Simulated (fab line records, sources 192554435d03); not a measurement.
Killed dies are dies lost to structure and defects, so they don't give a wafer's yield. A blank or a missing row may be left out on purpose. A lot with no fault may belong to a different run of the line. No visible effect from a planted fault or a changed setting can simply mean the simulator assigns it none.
A lot that was struck, set against a sound lot | flow n5Finfet | 17 out of 1938 route steps
Sound: these wafers, L442.1, L442.3, L442.4. Struck: wafer L437.3 (left out: L437.1, L437.4 of the same lot, which were not struck); the cause appears at the end.
Order at every step that has rows: each side's tool, ch and its chambers, its first start. Under that, the readings that differ: sound wafers | struck wafers | difference of the means | sigmas: that difference in standard deviations of wafers without a fault.
alike: readings whose means differ by less than 2 such deviations, and words and numbers that are the same on both sides. not compared: withheld readings, readings that some wafer has no value for, bounds like >300 that may hide the same value, and numbers for which the record gives no deviation and whose values overlap.
A row with sigmas, a row that says differs or no value, or rows on one side alone: a step with any of these is where the two part. Numbers that have no deviation but don't overlap get no sigmas and don't part them. Lack of a reading on every wafer of one side parts them only where that side has two or more wafers.

first, 8 steps without rows for these wafers: N5_MIM_BOT_LITHO_HMDS_01 (time 60 s); N5_MIM_BOT_LITHO_COAT_02; N5_MIM_BOT_LITHO_EBR_04; N5_MIM_BOT_LITHO_SOFTBAKE_03 (time 90 s); N5_MIM_BOT_LITHO_EXPOSE_05 (exposes mask MIM BOT); N5_MIM_BOT_LITHO_PEB_06; N5_MIM_BOT_LITHO_DEVELOP_07 (develop time 60 s); N5_MIM_BOT_LITHO_HARDBAKE_09 (time 120 s).
N5_MIM_BOT_LITHO_CD_MEAS_08 targets a cd of 3000 nm.
  sound on cdSem-02 ch 0, day 19 16:25; struck on cdSem-02 ch 0, day 19 00:45
  alike: cdNm
N5_MIM_BOT_LITHO_OVL_MEAS_11:
  sound on overlay-02 ch 0, day 19 16:26; struck on overlay-01 ch 0, day 19 00:47
  alike: MIM_BOT_OVL
N5_MIM_BOT_LITHO_INSPECT_12: inspects for defects (macro).
  sound: defectInspect-01 at day 19 16:28; struck: defectInspect-02 at day 19 00:48
  alike: rawDefectCount
N5_MIM_BOT_LITHO_DESCUM_10: chemistry O2, time 7.9 s.
  sound on rieDiel-03 ch 0,1,3, day 19 16:30; struck on rieDiel-05 ch 0, day 19 00:50
  alike: drypumpMotorCurrentA, o2FlowSccm, oesProductAu, rfVppV, showerheadPlenumPTorr, throttleValvePct
  not compared: rfHoursCounterH
N5_MIM_BOT_ETCH_ETCH_04: etches SiNx in CF4/O2, target depth 26 nm, time 13 s.
  sound on rieDiel-03 ch 0,1,3, day 19 16:34; struck on rieDiel-05 ch 0, day 19 00:54
reading                            | sound             | struck | difference | sigmas
oesProductAu (a.u.)                | 0.77 0.75 0.85    | 1.02   | +0.23      | +3
model.etch.depthNm (nm)            | 25.71 25.75 25.79 | 40.06  | +14.31     | 
model.MIM_BOT_ETCH.cdOffsetNm (nm) | 0 -0.2 0          | -0.8   | -0.7       | 
  alike: biasW, drypumpMotorCurrentA, rfVppV, showerheadPlenumPTorr, throttleValvePct
  not compared: rfHoursCounterH, model.coat_of_MIM_BOT_LITHO_COAT_02.thkNm
N5_MIM_BOT_ETCH_ETCH_03: etches the open film in Cl2/BCl3, target depth 12 nm.
  sound on rieMetal-03 ch 0,1, day 19 16:39; struck on rieMetal-01 ch 0, day 19 00:59
  alike: biasW, drypumpMotorCurrentA, oesProductAu, throttleValvePct
  not compared: rfHoursCounterH
N5_MIM_BOT_ETCH_ETCH_00: etches TiN in Cl2/BCl3, target depth 45.5 nm.
  sound on rieMetal-03 ch 0,1, day 19 16:44; struck on rieMetal-01 ch 0, day 19 01:05
reading                            | sound    | struck | difference | sigmas
model.MIM_BOT_ETCH.cdOffsetNm (nm) | 0 -0.6 0 | -1     | -1         | 
  alike: biasW, drypumpMotorCurrentA, oesProductAu, throttleValvePct
  not compared: rfHoursCounterH, model.coat_of_MIM_BOT_LITHO_COAT_02.thkNm
N5_MIM_BOT_ETCH_STRIP_01: strips in O2.
  sound on rieDiel-05 ch 1,2,3, day 19 17:03; struck on rieDiel-03 ch 3, day 19 01:16
  alike: drypumpMotorCurrentA, o2FlowSccm, oesProductAu, rfVppV, showerheadPlenumPTorr, throttleValvePct
  not compared: rfHoursCounterH
N5_PASSIVATION_PROBE_49:
  the record holds rows for the sound wafers here (prober-01, day 20 07:55) but none for the struck ones

== WHERE THEY PART ==
Earliest at N5_MIM_BOT_ETCH_ETCH_04; latest, in this record, at N5_PASSIVATION_PROBE_49.

WHY: what had been put in by the simulator
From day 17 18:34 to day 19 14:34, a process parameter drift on rieDiel-05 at N5_MIM_BOT_ETCH_ETCH_04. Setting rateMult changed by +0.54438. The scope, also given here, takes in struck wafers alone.
